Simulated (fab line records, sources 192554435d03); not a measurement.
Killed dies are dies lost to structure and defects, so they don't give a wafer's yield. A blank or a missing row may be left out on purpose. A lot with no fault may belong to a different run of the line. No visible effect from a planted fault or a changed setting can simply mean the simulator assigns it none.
fab line records	flow n5Finfet
record: lots: 7	wafers: 39
route steps=1938 shown WELL_APT@26 FIN_SAQP@102 SD_EPI_N@292 HKMG_FIN@438 MOL_CONTACT_COAG@610 BEOL_M1@753 BEOL_M3@1000 BEOL_M5@1116 BEOL_M6@1254 BEOL_M14@1716 PAD_METAL@1896 PASSIVATION@1936
startH: the number of hours between the record's first day and the start of the first shown wafer of the lot	waitH: how many hours have passed since the lot's step before this one	" as in the row above	L1.1+2: a single row standing in for several wafers	- no value, or no start given	* or withheld: withheld	< > ~ a bound
route shown NAME@n: NAME is a module with steps in the file, n the number in the route of the first one	usual: average and standard deviation across the fault-free wafers	same: alike in all rows	chamber/n: place in a boat	sites: the reading at each site	_std_site: the values' standard deviation	_edge_site: mean of outer sites minus mean of inner sites	radiusMm: how far each site lies from the wafer's centre	mask NAME#n: copy n	behind: the tool/chamber that last shaped the wafer	hold: reason for holding the lot/hours on hold/outcome of the hold	device: whichever transistor did not switch (one of n, p or np)	end of line: tests of these same wafers at the route's end	a step with no rows: only its recipe	killed: count of dies lost to structure and defects at first sort (not the wafer's yield)	map: the dies of a wafer, with x for killed, . for not killed, _ for no die there
set.NAME: setting as actually run; set.NAME@STEP: the setting as run at that earlier step	model.NAME: the simulator's own value behind a step, which no gauge read
lots run with intentionally changed settings; tables by step, rows by wafer
== steps ==
step: N5_WELL_APT_DEVELOP_07
recipe: developTimeS: 45	rinseLiquid: surfactantRinse	dry: airSpin	devTempC: 21
step: N5_FIN_SAQP_HM_DEP_72
recipe: material: SiO2	targetThkA: 120	tempC: 400	precursor: SiH4/N2O	pressureTorr: 0.75	rfW: 275	timeS: 7.2
step: N5_SD_EPI_N_PRECLEAN_49
recipe: chemistry: NF3:NH3	afsCycles: 1	tempC: 30	timeS: 20	sublimationTempC: 180	sublimationTimeS: 60	pressureTorr: 3	rfPowerW: 30
step: N5_HKMG_FIN_ETCH_35
recipe: chemistry: N2/H2	target: SOC	targetDepthA: 2158	ionEnergyEv: 65	biasW: 5	sourceW: 3000	timeS: 243.4	pressureMtorr: 30	n2FlowSccm: 200	h2FlowSccm: 200
step: N5_MOL_CONTACT_COAG_ETCH_67
recipe: chemistry: N2/H2	target: SOC	targetDepthA: 600	overetchA: 210	maskMaterial: SiARC	tempC: 40	timeS: 101.2	ionEnergyEv: 200	pressureMtorr: 30	sourceW: 840	biasW: 150	n2FlowSccm: 200	h2FlowSccm: 200
step: N5_BEOL_M1_PECVD_72
recipe: material: SiO2	targetThkA: 160	tempC: 400	precursor: TEOS/O2	pressureTorr: 5.5	rfW: 450	teosFlowSccm: 53.8	gas: O2	flowSccm: 3000	timeS: 18
step: N5_BEOL_M1_VIA_ETCH_34
recipe: chemistry: C4F6/O2	targetDepthA: 678	maskMaterial: SOC	pressureMtorr: 15	ionEnergyEv: 250	taperDeg: 4	timeS: 64.4	sourceW: 350	biasW: 170	Ar_flow_sccm: 300	C4F6_flow_sccm: 10	O2_flow_sccm: 10
step: N5_BEOL_M3_SPUTTER_86
recipe: material: Cu	targetThkA: 45	tempC: -20	chamberPressurePa: 0.07	powerW: withheld	timeS: 8.29
step: N5_BEOL_M5_HM_DEP_02
recipe: material: TiN	targetThkA: 200	tempC: 25	chamberPressurePa: 0.49996
step: N5_BEOL_M6_SPUTTER_48
recipe: material: Cu	targetThkA: 100	tempC: -20	biasV: 60	powerW: 26000	chamberPressurePa: 0.13	timeS: 1.667
step: N5_BEOL_M14_ILD_DEP_00
recipe: material: SiO2	targetThkA: 11193	tempC: 400	precursor: TEOS/O2	pressureTorr: 6.5	rfW: 900	teosFlowSccm: 161.4	gas: O2	flowSccm: 2650	timeS: 237.4
step: N5_PASSIVATION_AL_DEP_21
recipe: material: Al	targetThkA: 28000	tempC: 400	timeS: 170	powerW: 30000	chamberPressurePa: 0.4	gas: Ar
step: N5_PASSIVATION_PROBE_49
usual: killedAtContacts: 11/6.3	killedOnRim: 13/3.4	sort_bin_8_speed: 0.00/0.007	sortNPass: 1079/16	sortYieldPct: 91.5/1.3
lot.wafer	tool	chamber	startH	waitH	set.developTimeS@WELL_APT_DEVELOP_07	set.targetThkA@FIN_SAQP_HM_DEP_72	set.timeS@SD_EPI_N_PRECLEAN_49	set.targetDepthA@HKMG_FIN_ETCH_35	set.targetDepthA@MOL_CONTACT_COAG_ETCH_67	set.timeS@BEOL_M1_PECVD_72	set.timeS@BEOL_M1_VIA_ETCH_34	set.timeS@BEOL_M3_SPUTTER_86	set.targetThkA@BEOL_M5_HM_DEP_02	set.targetThkA@BEOL_M6_SPUTTER_48	set.targetThkA@BEOL_M14_ILD_DEP_00	set.timeS@PASSIVATION_AL_DEP_21	killedAtContacts	killedOnRim	sort_bin_8_speed[%]	sortNPass	sortYieldPct[%]
L076.1	prober-02	-	299.56	0.0	66.23	120	20	2158	600	20.86	64.4	8.29	200	100	11193	170	10	14	0	1090	92.4
L076.2	prober-02	-	299.61	0.1	45	120	24.77	2158	600	20.86	84.98	8.29	200	100	11193	170	4	5	0	1093	92.6
L076.3	prober-02	-	299.66	0.1	66.23	120	24.77	1210	600	20.86	84.98	8.29	94.12	157.1	11193	170	8	10	90.85	0	0
L076.4	prober-02	-	299.71	0.2	66.23	120	20	1210	600	18	64.4	8.29	94.12	100	6004	170	6	15	91.86	0	0
L076.5	prober-02	-	299.76	0.2	45	120	24.77	1210	600	18	64.4	8.29	200	157.1	6004	170	7	18	91.95	0	0
L076.6	prober-02	-	299.81	0.3	45	120	20	2158	600	18	84.98	8.29	94.12	157.1	6004	170	11	11	0	1058	89.7
L081.1	prober-02	-	306.15	0.0	23.63	85.42	20	2158	600	14.45	43.59	8.29	139.7	100	16840	170	7	9	0	1095	92.8
L081.2	prober-02	-	306.20	0.1	45	120	14.59	2158	600	18	64.4	8.29	200	100	16840	170	9	18	0	1059	89.7
L081.3	prober-02	-	306.25	0.1	45	85.42	14.59	2158	600	14.45	64.4	8.29	200	131.6	16840	170	4	9	0	1099	93.1
L081.4	prober-02	-	306.30	0.2	23.63	120	20	2158	600	14.45	64.4	8.29	139.7	131.6	11193	170	10	11	0	1054	89.3
L081.5	prober-02	-	306.35	0.2	23.63	120	14.59	2158	600	18	43.59	8.29	139.7	100	11193	170	15	12	0	1061	89.9
L081.6	prober-02	-	306.40	0.3	45	85.42	20	2158	600	18	43.59	8.29	200	131.6	11193	170	8	17	0	1062	90.0
L084.1	prober-02	-	333.10	0.0	45	120	24.46	2158	287.8	26.98	52.26	8.29	287.9	100	11193	200.1	1097	152	0	0	0
L084.2	prober-02	-	333.15	0.1	45	95.44	24.46	932.5	287.8	18	64.4	8.29	200	100	17270	200.1	1085	152	0	0	0
L084.3	prober-02	-	333.20	0.1	45	120	20	2158	600	18	64.4	3.716	287.9	100	17270	170	7	107	0	492	41.7
L084.4	prober-02	-	333.25	0.2	45	95.44	20	932.5	600	26.98	52.26	8.29	200	100	17270	200.1	8	87	36.27	0	0
L084.5	prober-02	-	333.30	0.2	45	95.44	20	2158	287.8	26.98	64.4	3.716	200	100	11193	170	1085	152	0	0	0
L084.6	prober-02	-	333.35	0.3	45	120	24.46	932.5	600	18	52.26	3.716	287.9	100	11193	170	2	119	13.39	0	0
L085.1	prober-02	-	338.59	0.0	45	145.4	20	2158	306.5	18	64.4	11.18	200	48.2	11193	170	1017	152	0	0	0
L085.2	prober-02	-	338.64	0.1	45	145.4	20	955.9	600	23.97	43.82	11.18	200	100	11193	170	16	14	91.19	0	0
L085.3	prober-02	-	338.69	0.1	45	145.4	20	955.9	306.5	23.97	43.82	8.29	200	48.2	14380	170	978	152	0	0	0
L085.4	prober-02	-	338.74	0.2	45	120	20	2158	600	23.97	64.4	11.18	200	100	14380	170	7	12	0	1081	91.6
L085.5	prober-02	-	338.79	0.2	45	120	20	2158	306.5	18	43.82	8.29	200	100	14380	170	1118	152	0	0	0
L085.6	prober-02	-	338.84	0.3	45	120	20	955.9	600	18	64.4	8.29	200	48.2	11193	170	15	30	82.03	0	0
L087.1	prober-02	-	350.45	0.0	45	120	20	2158	600	18	64.4	8.29	200	100	11193	170	4	12	0	1084	91.9
L087.4	prober-02	-	350.60	0.2	45	120	20	2158	600	18	64.4	8.29	200	100	11193	170	9	9	0	1089	92.3
L087.5	prober-02	-	350.65	0.2	45	120	20	2158	600	18	64.4	8.29	200	100	11193	170	5	10	0	1098	93.1
L089.1	prober-01	-	356.41	0.0	45	120	8.175	2158	747.2	21.27	81.72	4.025	120.7	100	15600	170	14	14	0	1081	91.6
L089.2	prober-01	-	356.46	0.1	69.02	120	20	2158	600	18	64.4	8.29	200	100	11193	170	6	14	0	1076	91.2
L089.3	prober-01	-	356.51	0.1	69.02	120	20	2158	747.2	21.27	64.4	8.29	200	100	11193	170	5	10	0	1085	91.9
L089.4	prober-01	-	356.56	0.2	45	120	8.175	964.3	747.2	18	81.72	4.025	200	100	15600	170	8	11	92.37	0	0
L089.5	prober-01	-	356.61	0.2	45	120	20	964.3	600	18	81.72	8.29	120.7	100	15600	170	6	9	93.31	0	0
L089.6	prober-01	-	356.66	0.3	69.02	120	8.175	964.3	600	21.27	64.4	4.025	120.7	100	11193	170	5	16	90.85	0	0
L094.1	prober-01	-	386.30	0.0	45	120	20	1674	600	18	40.29	8.29	157.3	100	16590	83.67	15	12	69.66	268	22.7
L094.2	prober-01	-	386.35	0.1	20.19	120	20	2158	600	15.21	64.4	5.034	200	129.1	11193	83.67	9	11	0	1097	93.0
L094.3	prober-01	-	386.40	0.1	20.19	120	16.43	1674	600	18	40.29	5.034	200	100	16590	170	18	13	38.73	616	52.2
L094.4	prober-01	-	386.45	0.2	45	120	20	2158	600	18	64.4	8.29	157.3	129.1	16590	170	11	13	0	1102	93.4
L094.5	prober-01	-	386.50	0.2	20.19	120	16.43	1674	600	15.21	64.4	8.29	200	100	11193	83.67	9	12	85.93	54	4.6
L094.6	prober-01	-	386.55	0.3	45	120	16.43	2158	600	15.21	40.29	5.034	157.3	129.1	11193	170	13	15	0	1063	90.1
killed by level:class
L076.1 FIN_SAQP:geometricParticle:short=10 BEOL_M0_SAQP:geometricParticle:short=9 BEOL_M0_SAQP:geometricParticle:open=9 MOL_CONTACT_COAG:geometricParticle:open=8 FIN_SAQP:geometricParticle:open=7 GATE_CUT:geometricParticle:short=5 BEOL_M4:geometricParticle:open=5 DUMMY_GATE:geometricParticle:open=3
L076.2 FIN_SAQP:geometricParticle:open=16 FIN_SAQP:geometricParticle:short=6 GATE_CUT:geometricParticle:short=6 BEOL_M2:geometricParticle:open=6 BEOL_M5:geometricParticle:short=6 BEOL_M0_SAQP:geometricParticle:open=5 BEOL_M0_SAQP:geometricParticle:short=5 GATE_CUT:geometricParticle:open=4
L076.3 FIN_SAQP:geometricParticle:open=13 BEOL_M3:geometricParticle:open=12 MOL_CONTACT_COAG:geometricParticle:open=8 BEOL_M5:geometricParticle:open=8 FIN_SAQP:geometricParticle:short=6 STI_FIN_REVEAL:geometricParticle:open=6 BEOL_M2:geometricParticle:open=6 BEOL_M0_SAQP:geometricParticle:open=6
L076.4 FIN_SAQP:geometricParticle:open=21 FIN_SAQP:geometricParticle:short=11 BEOL_M0_SAQP:geometricParticle:open=11 BEOL_M4:geometricParticle:open=7 GATE_CUT:geometricParticle:short=6 BEOL_M14:areaDep=6 BEOL_M0_SAQP:geometricParticle:short=5 GATE_CUT:geometricParticle:open=4
L076.5 BEOL_M0_SAQP:geometricParticle:short=12 BEOL_M3:geometricParticle:open=10 BEOL_M0_SAQP:geometricParticle:open=10 FIN_SAQP:geometricParticle:short=8 GATE_CUT:geometricParticle:short=6 BEOL_M5:geometricParticle:open=6 FIN_SAQP:geometricParticle:open=5 MOL_CONTACT_COAG:geometricParticle:open=5
L076.6 BEOL_M0_SAQP:geometricParticle:open=17 BEOL_M0_SAQP:geometricParticle:short=14 FIN_SAQP:geometricParticle:open=11 MOL_CONTACT_COAG:geometricParticle:open=9 BEOL_M1:geometricParticle:open=6 BEOL_M1:geometricParticle:short=6 BEOL_M2:geometricParticle:open=5 STI_FIN_REVEAL:geometricParticle:open=4
L081.1 BEOL_M4:geometricParticle:open=16 FIN_SAQP:geometricParticle:short=9 MOL_CONTACT_COAG:geometricParticle:open=7 FIN_SAQP:geometricParticle:open=6 DUMMY_GATE:geometricParticle:open=6 BEOL_M2:geometricParticle:open=5 BEOL_M4:geometricParticle:short=3 STARTING-WAFER:geometricParticle:short=3
L081.2 FIN_SAQP:geometricParticle:open=15 BEOL_M4:geometricParticle:open=13 BEOL_M2:geometricParticle:open=11 BEOL_M0_SAQP:geometricParticle:open=10 FIN_SAQP:geometricParticle:short=7 STI_FIN_REVEAL:geometricParticle:open=7 MOL_CONTACT_COAG:geometricParticle:open=7 BEOL_M1:geometricParticle:open=5
L081.3 BEOL_M4:geometricParticle:open=10 FIN_SAQP:geometricParticle:open=7 FIN_SAQP:geometricParticle:short=7 BEOL_M1:geometricParticle:open=6 BEOL_M3:geometricParticle:open=5 BEOL_M3:geometricParticle:short=5 BEOL_M5:geometricParticle:open=4 DUMMY_GATE:geometricParticle:open=3
L081.4 FIN_SAQP:geometricParticle:open=28 BEOL_M3:geometricParticle:short=12 MOL_CONTACT_COAG:geometricParticle:open=10 BEOL_M1:geometricParticle:short=10 FIN_SAQP:geometricParticle:short=9 BEOL_M4:geometricParticle:open=6 BEOL_M0_SAQP:geometricParticle:short=5 DUMMY_GATE:geometricParticle:open=5
L081.5 MOL_CONTACT_COAG:geometricParticle:open=13 FIN_SAQP:geometricParticle:open=9 GATE_CUT:geometricParticle:short=9 DUMMY_GATE:geometricParticle:open=8 BEOL_M2:geometricParticle:open=8 FIN_SAQP:geometricParticle:short=7 BEOL_M5:geometricParticle:open=7 BEOL_M1:geometricParticle:open=7
L081.6 FIN_SAQP:geometricParticle:open=18 BEOL_M4:geometricParticle:open=16 FIN_SAQP:geometricParticle:short=11 GATE_CUT:geometricParticle:short=10 BEOL_M0:geometricParticle:open=6 BEOL_M3:geometricParticle:open=6 STI_FIN_REVEAL:geometricParticle:open=6 MOL_CONTACT_COAG:geometricParticle:open=6
L084.1 MOL_CONTACT_COAG:areaEtch=1082 MOL_CONTACT_COAG:geometricParticle:open=14 BEOL_M2:geometricParticle:open=9 BEOL_M4:geometricParticle:open=9 BEOL_M0_SAQP:geometricParticle:short=8 FIN_SAQP:geometricParticle:open=7 STI_FIN_REVEAL:geometricParticle:open=7 BEOL_M0_SAQP:geometricParticle:open=7
L084.2 MOL_CONTACT_COAG:areaEtch=1074 STI_FIN_REVEAL:geometricParticle:open=26 FIN_SAQP:geometricParticle:open=9 MOL_CONTACT_COAG:geometricParticle:open=8 STI_FIN_REVEAL:geometricParticle:short=6 GATE_CUT:geometricParticle:short=6 BEOL_M2:geometricParticle:open=6 BEOL_M7:geometricParticle:open=4
L084.3 BEOL_M5:areaOpen=588 FIN_SAQP:geometricParticle:short=13 STI_FIN_REVEAL:geometricParticle:open=11 BEOL_M2:geometricParticle:open=11 BEOL_M3:geometricParticle:open=10 BEOL_M0_SAQP:geometricParticle:short=7 MOL_CONTACT_COAG:geometricParticle:open=6 BEOL_M6:geometricParticle:open=4
L084.4 PASSIVATION:areaEtch=661 STI_FIN_REVEAL:geometricParticle:open=14 BEOL_M2:geometricParticle:open=10 MOL_CONTACT_COAG:geometricParticle:open=7 BEOL_M4:geometricParticle:open=7 BEOL_M3:geometricParticle:open=4 GATE_CUT:geometricParticle:open=3 BEOL_M0_SAQP:geometricParticle:short=3
L084.5 MOL_CONTACT_COAG:areaEtch=1074 BEOL_M4:geometricParticle:open=14 STI_FIN_REVEAL:geometricParticle:open=11 BEOL_M3:geometricParticle:open=9 MOL_CONTACT_COAG:geometricParticle:open=8 DUMMY_GATE:geometricParticle:open=6 FIN_SAQP:geometricParticle:short=5 GATE_CUT:geometricParticle:short=4
L084.6 BEOL_M5:areaOpen=930 FIN_SAQP:geometricParticle:short=18 BEOL_M2:geometricParticle:open=15 STI_FIN_REVEAL:geometricParticle:open=10 FIN_SAQP:geometricParticle:open=6 BEOL_M3:geometricParticle:open=5 DUMMY_GATE:geometricParticle:open=3 ILD0:geometricParticle:open=3
L085.1 MOL_CONTACT_COAG:areaEtch=1012 BEOL_M6:interfaceVoidOpened=110 STI_FIN_REVEAL:geometricParticle:open=5 BEOL_M4:geometricParticle:open=5 BEOL_M1:geometricParticle:open=4 BEOL_M4:geometricParticle:short=4 STARTING-WAFER:geometricParticle:open=4 FIN_SAQP:geometricParticle:open=3
L085.2 FIN_SAQP:geometricParticle:short=13 STI_FIN_REVEAL:geometricParticle:open=13 MOL_CONTACT_COAG:geometricParticle:open=12 FIN_SAQP:geometricParticle:open=11 BEOL_M4:geometricParticle:short=5 BEOL_M2:geometricParticle:open=4 STI_FIN_REVEAL:geometricParticle:short=4 MOL_CONTACT_COAG:geometricParticle:short=4
L085.3 MOL_CONTACT_COAG:areaEtch=963 BEOL_M6:interfaceVoidOpened=139 STI_FIN_REVEAL:geometricParticle:open=9 MOL_CONTACT_COAG:geometricParticle:short=8 FIN_SAQP:geometricParticle:short=7 MOL_CONTACT_COAG:geometricParticle:open=7 FIN_SAQP:geometricParticle:open=4 BEOL_M0_SAQP:geometricParticle:open=4
L085.4 M10:areaAld=15 STI_FIN_REVEAL:geometricParticle:open=9 BEOL_M4:geometricParticle:open=8 MOL_CONTACT_COAG:geometricParticle:open=7 BEOL_M1:geometricParticle:open=6 GATE_CUT:geometricParticle:open=6 FIN_SAQP:geometricParticle:open=5 GATE_CUT:geometricParticle:short=5
L085.5 MOL_CONTACT_COAG:areaEtch=1109 FIN_SAQP:geometricParticle:short=6 STI_FIN_REVEAL:geometricParticle:open=6 MOL_CONTACT_COAG:geometricParticle:open=5 FIN_SAQP:geometricParticle:open=4 MOL_CONTACT_COAG:geometricParticle:short=4 GATE_CUT:geometricParticle:open=4 BEOL_M0_SAQP:geometricParticle:open=4
L085.6 BEOL_M6:interfaceVoidOpened=118 STI_FIN_REVEAL:geometricParticle:open=13 FIN_SAQP:geometricParticle:open=12 MOL_CONTACT_COAG:geometricParticle:open=11 BEOL_M0_SAQP:geometricParticle:open=5 BEOL_M1:geometricParticle:open=5 BEOL_M4:geometricParticle:open=5 MIM_TOP_ETCH:geometricParticle:short=5
L087.1 FIN_SAQP:geometricParticle:short=14 BEOL_M3:geometricParticle:open=11 STI_FIN_REVEAL:geometricParticle:open=8 GATE_CUT:geometricParticle:short=8 BEOL_M0_SAQP:geometricParticle:open=5 FIN_SAQP:geometricParticle:open=4 MOL_CONTACT_COAG:geometricParticle:open=4 BEOL_M4:geometricParticle:open=4
L087.4 FIN_SAQP:geometricParticle:short=15 BEOL_M0_SAQP:geometricParticle:short=10 BEOL_M0_SAQP:geometricParticle:open=9 FIN_SAQP:geometricParticle:open=7 MOL_CONTACT_COAG:geometricParticle:open=7 BEOL_M4:geometricParticle:open=6 BEOL_M3:geometricParticle:open=4 STI_FIN_REVEAL:geometricParticle:open=3
L087.5 BEOL_M0_SAQP:geometricParticle:short=10 BEOL_M1:geometricParticle:open=9 DUMMY_GATE:geometricParticle:open=6 BEOL_M3:geometricParticle:short=5 BEOL_M3:geometricParticle:open=5 FIN_SAQP:geometricParticle:open=4 FIN_SAQP:geometricParticle:short=4 STI_FIN_REVEAL:geometricParticle:open=4
L089.1 BEOL_M4:geometricParticle:open=12 MOL_CONTACT_COAG:geometricParticle:open=11 FIN_SAQP:geometricParticle:short=6 BEOL_M4:geometricParticle:short=6 FIN_SAQP:geometricParticle:open=5 BEOL_M0_SAQP:geometricParticle:open=5 BEOL_M0_SAQP:geometricParticle:short=5 BEOL_M5:geometricParticle:open=5
L089.2 FIN_SAQP:geometricParticle:open=18 FIN_SAQP:geometricParticle:short=12 STI_FIN_REVEAL:geometricParticle:open=9 MOL_CONTACT_COAG:geometricParticle:open=6 BEOL_M1:geometricParticle:open=5 BEOL_M4:geometricParticle:short=5 BEOL_M0_SAQP:geometricParticle:short=4 BEOL_M2:geometricParticle:open=4
L089.3 FIN_SAQP:geometricParticle:open=16 STI_FIN_REVEAL:geometricParticle:open=11 FIN_SAQP:geometricParticle:short=8 BEOL_M2:geometricParticle:open=8 STARTING-WAFER:geometricParticle:short=5 MOL_CONTACT_COAG:geometricParticle:open=5 BEOL_M0_SAQP:geometricParticle:open=5 BEOL_M4:geometricParticle:open=4
L089.4 STI_FIN_REVEAL:geometricParticle:open=13 FIN_SAQP:geometricParticle:short=10 FIN_SAQP:geometricParticle:open=9 BEOL_M3:geometricParticle:open=9 MOL_CONTACT_COAG:geometricParticle:open=6 BEOL_M2:geometricParticle:open=6 BEOL_M0_SAQP:geometricParticle:open=5 STI_FIN_REVEAL:geometricParticle:short=3
L089.5 STI_FIN_REVEAL:geometricParticle:open=9 BEOL_M2:geometricParticle:open=9 BEOL_M3:geometricParticle:open=7 MOL_CONTACT_COAG:geometricParticle:open=6 FIN_SAQP:geometricParticle:open=5 BEOL_M0_SAQP:geometricParticle:short=4 BEOL_M0_SAQP:geometricParticle:open=4 FIN_SAQP:geometricParticle:short=3
L089.6 FIN_SAQP:geometricParticle:open=14 STI_FIN_REVEAL:geometricParticle:open=11 FIN_SAQP:geometricParticle:short=8 BEOL_M3:geometricParticle:open=8 BEOL_M4:geometricParticle:open=6 MOL_CONTACT_COAG:geometricParticle:open=5 BEOL_M4:geometricParticle:short=5 MIM_TOP:geometricParticle:short=5
L094.1 MOL_CONTACT_COAG:geometricParticle:open=11 BEOL_M1:geometricParticle:open=11 FIN_SAQP:geometricParticle:open=7 FIN_SAQP:geometricParticle:short=7 BEOL_M2:geometricParticle:short=6 BEOL_M4:geometricParticle:open=6 BEOL_M0_SAQP:geometricParticle:short=5 MOL_CONTACT_COAG:geometricParticle:short=4
L094.2 MOL_CONTACT_COAG:geometricParticle:open=8 GATE_CUT:geometricParticle:short=6 BEOL_M4:geometricParticle:open=6 FIN_SAQP:geometricParticle:open=5 SPACER0:geometricParticle:short=5 BEOL_M0_SAQP:geometricParticle:short=5 BEOL_M2:geometricParticle:open=5 BEOL_M0_SAQP:geometricParticle:open=4
L094.3 BEOL_M4:geometricParticle:open=13 MOL_CONTACT_COAG:geometricParticle:open=13 STARTING-WAFER:geometricParticle:open=7 MOL_CONTACT_COAG:geometricParticle:short=5 BEOL_M2:geometricParticle:open=5 BEOL_M3:geometricParticle:open=5 BEOL_M3:geometricParticle:short=5 BEOL_M5:geometricParticle:open=5
L094.4 MOL_CONTACT_COAG:geometricParticle:open=9 BEOL_M2:geometricParticle:open=9 FIN_SAQP:geometricParticle:open=6 FIN_SAQP:geometricParticle:short=5 DUMMY_GATE:geometricParticle:open=5 BEOL_M5:geometricParticle:open=5 BEOL_M0_SAQP:geometricParticle:open=4 STARTING-WAFER:geometricParticle:open=4
L094.5 FIN_SAQP:geometricParticle:open=12 FIN_SAQP:geometricParticle:short=11 BEOL_M0_SAQP:geometricParticle:short=11 STI_FIN_REVEAL:geometricParticle:open=10 BEOL_M4:geometricParticle:open=10 BEOL_M2:geometricParticle:open=8 MOL_CONTACT_COAG:geometricParticle:open=7 BEOL_M0_SAQP:geometricParticle:open=5
L094.6 MOL_CONTACT_COAG:geometricParticle:open=13 BEOL_M3:geometricParticle:open=12 BEOL_M0_SAQP:geometricParticle:short=9 DUMMY_GATE:geometricParticle:open=8 BEOL_M2:geometricParticle:open=8 BEOL_M4:geometricParticle:open=8 BEOL_M0_SAQP:geometricParticle:open=6 BEOL_M1:geometricParticle:open=6
== key ==
split: step: N5_WELL_APT_DEVELOP_07	setting: developTimeS	statedAs: 45
response none clear
split: step: N5_FIN_SAQP_HM_DEP_72	setting: targetThkA	statedAs: 120
response none clear
split: step: N5_SD_EPI_N_PRECLEAN_49	setting: timeS	statedAs: 20
response none clear
split: step: N5_HKMG_FIN_ETCH_35	setting: targetDepthA	statedAs: 2158
response: step: N5_PASSIVATION_PROBE_49	reading: sortNPass	slope: +14.2	per: 1%	togetherWith: all	explained: 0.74
response: step: N5_PASSIVATION_PROBE_49	reading: sortYieldPct	slope: +1.21	per: 1%	togetherWith: all	explained: 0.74
response: step: N5_PASSIVATION_PROBE_49	reading: sort_bin_8_speed	slope: -1.26	per: 1%	togetherWith: all	explained: 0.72
split: step: N5_MOL_CONTACT_COAG_ETCH_67	setting: targetDepthA	statedAs: 600
response: step: N5_PASSIVATION_PROBE_49	reading: killedAtContacts	slope: -18.8	per: 1%	togetherWith: all	explained: 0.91
response: step: N5_PASSIVATION_PROBE_49	reading: killedOnRim	slope: -1.63	per: 1%	togetherWith: all	explained: 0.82
split: step: N5_BEOL_M1_PECVD_72	setting: timeS	statedAs: 18
response none clear
split: step: N5_BEOL_M1_VIA_ETCH_34	setting: timeS	statedAs: 64.4
response none clear
split: step: N5_BEOL_M3_SPUTTER_86	setting: timeS	statedAs: 8.29
response none clear
split: step: N5_BEOL_M5_HM_DEP_02	setting: targetThkA	statedAs: 200
response none clear
split: step: N5_BEOL_M6_SPUTTER_48	setting: targetThkA	statedAs: 100
response none clear
split: step: N5_BEOL_M14_ILD_DEP_00	setting: targetThkA	statedAs: 11193
response none clear
split: step: N5_PASSIVATION_AL_DEP_21	setting: timeS	statedAs: 170
response none clear
